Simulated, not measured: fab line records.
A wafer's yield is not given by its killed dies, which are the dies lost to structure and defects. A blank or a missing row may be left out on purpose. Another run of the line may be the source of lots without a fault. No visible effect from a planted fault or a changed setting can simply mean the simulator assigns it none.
Split-lot study | flow n5 finfet | 21 wafers read from 7 lots, route of 1938 steps

THE SPLIT
At N5_ZERO_LAYER_EXPOSE_08 (exposes mask ZERO, defocus 0 nm, target cd 2000 nm), the setting dose mj was moved away from the recipe's 16.2 on 9 of the 21 wafers read, by -5.1% to +4.0%. This setting was run at the recipe's value on the other wafers.

FROM THE SPLIT TO THE READING: what the file shows between them, 3 steps
- N5_ZERO_LAYER_PEB_09
- N5_ZERO_LAYER_DEVELOP_10: develop time 60 s
- N5_ZERO_LAYER_HARDBAKE_23: time 120 s

THE READING
cd nm (nm) at N5_ZERO_LAYER_CD_MEAS_11, where the cd target is 2000 nm. Fault-free wafers of this fab line usually give 1999.4 nm, standard deviation 2.7 nm.

wafer  | tool, chamber at the split | dose mj as run | against the recipe | cd nm, nm | against lot-mates on the recipe
L075.1 | krf scanner-01, 0          | 15.38          | -5.1%              | 1988.3    | -16.4
L075.2 | krf scanner-01, 0          | 16.2           | recipe             | 2004.7    | -
L075.5 | krf scanner-01, 0          | 15.38          | -5.1%              | 1989.1    | -15.6
L078.1 | krf scanner-01, 0          | 16.2           | recipe             | 1998.0    | -
L078.2 | krf scanner-01, 0          | 16.2           | recipe             | 1993.4    | -
L078.5 | krf scanner-01, 0          | 16.2           | recipe             | 1997.6    | -
L079.2 | krf scanner-02, 0          | 16.2           | recipe             | 2000.0    | -
L079.3 | krf scanner-02, 0          | 16.2           | recipe             | 2002.0    | -
L079.4 | krf scanner-02, 0          | 16.2           | recipe             | 1999.6    | -
L085.1 | krf scanner-01, 0          | 16.61          | +2.5%              | 2001.0    | no lot-mate on the recipe
L085.5 | krf scanner-01, 0          | 16.61          | +2.5%              | 2005.1    | no lot-mate on the recipe
L085.6 | krf scanner-01, 0          | 16.61          | +2.5%              | 2003.5    | no lot-mate on the recipe
L090.2 | krf scanner-02, 0          | 15.54          | -4.1%              | 1990.0    | -10.2
L090.5 | krf scanner-02, 0          | 16.2           | recipe             | 1998.0    | -
L090.6 | krf scanner-02, 0          | 16.2           | recipe             | 2002.4    | -
L096.1 | krf scanner-01, 0          | 16.84          | +4.0%              | 2009.8    | +11.1
L096.4 | krf scanner-01, 0          | 16.2           | recipe             | 1998.8    | -
L096.6 | krf scanner-01, 0          | 16.2           | recipe             | 1998.6    | -
L097.1 | krf scanner-01, 0          | 15.45          | -4.6%              | 1995.3    | -6.2
L097.2 | krf scanner-01, 0          | 15.45          | -4.6%              | 1990.9    | -10.6
L097.4 | krf scanner-01, 0          | 16.2           | recipe             | 2001.5    | -

FIT RESULTS
A straight line over all 21 wafers: cd nm changes by +1.9 nm for each +1% of dose mj; r = +0.88; the points scatter about the line by 2.7 nm.
The same after taking each lot's own level away (the mean of its wafers on the recipe; 18 wafers): +2.6 nm for each +1%; r = +0.95; scatter 2.2 nm.
The reading moves by 13 nm for the largest change in dose mj, on that fit.
Measured against the standard deviation above, the lots' own levels, which go from 1996.33 to 2004.70 nm, span 3.1 times it.
So the lot-to-lot level changes the slope: the two fits differ.
Check: with one of the wafers moved furthest among these (-5.1%) left out of the fit, the line predicts -12.1 nm for it against its lot-mates. Against them it came out at -16.4 nm.

THE OTHER SPLITS THESE WAFERS WENT THROUGH
Note: prior to the reading, these wafers also went through further splits. Each is held against what the fit with the lots' levels taken away leaves over:
other split on the same wafers | wafers away from the commonest value | r with cd nm (lot level and that fit taken away)
N5_ZERO_LAYER_COAT_05 spin rpm | 7                                    | -0.10

FILE'S OWN FIT
cd nm changes by +2.59 nm for each +1% of dose mj, r = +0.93.
